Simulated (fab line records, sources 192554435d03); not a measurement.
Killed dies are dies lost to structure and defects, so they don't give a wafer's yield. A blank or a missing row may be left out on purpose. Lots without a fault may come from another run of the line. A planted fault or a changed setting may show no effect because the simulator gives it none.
Chamber matching | flow n5_finfet | N5_HKMG_FIN_ETCH_35 on rie_diel-02: 4 sister chambers
The step etches SOC in N2/H2, target depth 215.8 nm, time 243.4 s. 8 wafers are shown with their chamber, then 10 later ones without.

WAFERS WITH THEIR CHAMBER
wafer  | chamber | showerhead_plenum_p_Torr (Torr) | throttle_valve_pct (%)
L084.3 | 2       | 2.69                            | 18.02
L084.5 | 3       | 2.45                            | 18.01
L088.5 | 3       | 2.44                            | 18.00
L088.6 | 0       | 2.43                            | 17.74
L090.5 | 1       | 2.64                            | 17.84
L090.6 | 0       | 2.42                            | 17.78
L092.1 | 1       | 2.64                            | 17.84
L092.2 | 2       | 2.68                            | 18.05

WAFERS WITHOUT THEIR CHAMBER
wafer  | showerhead_plenum_p_Torr (Torr) | throttle_valve_pct (%)
L092.3 | 2.44                            | 18.04
L092.4 | 2.42                            | 17.78
L092.5 | 2.64                            | 17.86
L092.6 | 2.68                            | 18.04
L093.1 | 2.68                            | 18.03
L093.4 | 2.42                            | 17.78
L093.5 | 2.42                            | 17.76
L095.4 | 2.68                            | 18.04
L095.5 | 2.44                            | 18.05
L095.6 | 2.68                            | 18.05

WHICH CHAMBER EACH WENT THROUGH
wafer  | from the rows above | in truth
L092.3 | 3                   | 3
L092.4 | 0                   | 0
L092.5 | 1                   | 1
L092.6 | 2                   | 2
L093.1 | 2                   | 2
L093.4 | 0                   | 0
L093.5 | 0                   | 0
L095.4 | 2                   | 2
L095.5 | 3                   | 3
L095.6 | 2                   | 2
Placed correctly: 10 of 10. Can't be placed from these rows: 0. Placed wrongly: 0.
How it was worked out, from the rows above alone: a wafer's distance from a chamber is the root of the sum, over the readings, of the square of ((its reading less the chamber's mean) divided by the reading's scatter). The wafer belongs to the nearest chamber; if the next one is less than 2 further off, it can't be placed. A chamber's mean is the mean of its shown wafers. The scatter: the root of (the sum of the squares of (reading less its chamber's mean) over the shown wafers, divided by (wafers less chambers)).
